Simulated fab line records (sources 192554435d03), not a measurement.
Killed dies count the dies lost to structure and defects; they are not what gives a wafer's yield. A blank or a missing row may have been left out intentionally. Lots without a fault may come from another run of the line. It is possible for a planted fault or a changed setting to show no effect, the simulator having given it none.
Chamber matching :: flow n5Finfet :: 4 sister chambers for N5_BEOL_M8_STRIP_19 on rieDiel-06
The step strips in O2. 8 wafers are shown with their chamber, then 11 later ones without.

WAFERS, EACH WITH ITS CHAMBER
wafer: L085.2
chamber: 0
drypumpMotorCurrentA (A): 6.5
throttleValvePct (%): 16.81

wafer: L090.1
chamber: 2
drypumpMotorCurrentA (A): 5.4
throttleValvePct (%): 16.54

wafer: L090.3
chamber: 3
drypumpMotorCurrentA (A): 5.5
throttleValvePct (%): 16.80

wafer: L090.4
chamber: 1
drypumpMotorCurrentA (A): 5.4
throttleValvePct (%): 16.23

wafer: L092.1
chamber: 2
drypumpMotorCurrentA (A): 5.3
throttleValvePct (%): 16.54

wafer: L092.4
chamber: 1
drypumpMotorCurrentA (A): 5.5
throttleValvePct (%): 16.24

wafer: L092.6
chamber: 3
drypumpMotorCurrentA (A): 5.5
throttleValvePct (%): 16.80

wafer: L091.1
chamber: 0
drypumpMotorCurrentA (A): 6.5
throttleValvePct (%): 16.81

WAFERS WITHOUT THEIR CHAMBER
wafer: L091.2
drypumpMotorCurrentA (A): 5.4
throttleValvePct (%): 16.53

wafer: L091.3
drypumpMotorCurrentA (A): 5.5
throttleValvePct (%): 16.80

wafer: L093.1
drypumpMotorCurrentA (A): 6.5
throttleValvePct (%): 16.82

wafer: L093.2
drypumpMotorCurrentA (A): 5.4
throttleValvePct (%): 16.24

wafer: L093.4
drypumpMotorCurrentA (A): 5.5
throttleValvePct (%): 16.81

wafer: L094.1
drypumpMotorCurrentA (A): 5.4
throttleValvePct (%): 16.25

wafer: L094.5
drypumpMotorCurrentA (A): 5.4
throttleValvePct (%): 16.55

wafer: L094.6
drypumpMotorCurrentA (A): 5.5
throttleValvePct (%): 16.24

wafer: L095.3
drypumpMotorCurrentA (A): 5.5
throttleValvePct (%): 16.82

wafer: L095.5
drypumpMotorCurrentA (A): 6.5
throttleValvePct (%): 16.83

wafer: L095.6
drypumpMotorCurrentA (A): 5.5
throttleValvePct (%): 16.25

WHICH CHAMBER EACH ONE RAN IN
wafer: L091.2
from the rows above: 2
in truth: 2

wafer: L091.3
from the rows above: 3
in truth: 3

wafer: L093.1
from the rows above: 0
in truth: 0

wafer: L093.2
from the rows above: 1
in truth: 1

wafer: L093.4
from the rows above: 3
in truth: 3

wafer: L094.1
from the rows above: 1
in truth: 1

wafer: L094.5
from the rows above: 2
in truth: 2

wafer: L094.6
from the rows above: 1
in truth: 1

wafer: L095.3
from the rows above: 3
in truth: 3

wafer: L095.5
from the rows above: 0
in truth: 0

wafer: L095.6
from the rows above: 1
in truth: 1
Placed correctly: 11 of 11. Can't be placed from these rows: 0. 0 placed wrongly.
How it was worked out, from the rows above alone: a wafer's distance from a chamber is the root of the sum, over the readings, of the square of ((its reading less the chamber's mean) divided by the reading's scatter). If the next closest chamber is less than 2 further off than the closest, the wafer can't be placed; otherwise it belongs to the closest. The mean given for a chamber averages the wafers shown for that chamber. The scatter: the root of (the sum of the squares of (reading less its chamber's mean) over the shown wafers, divided by (wafers less chambers)).
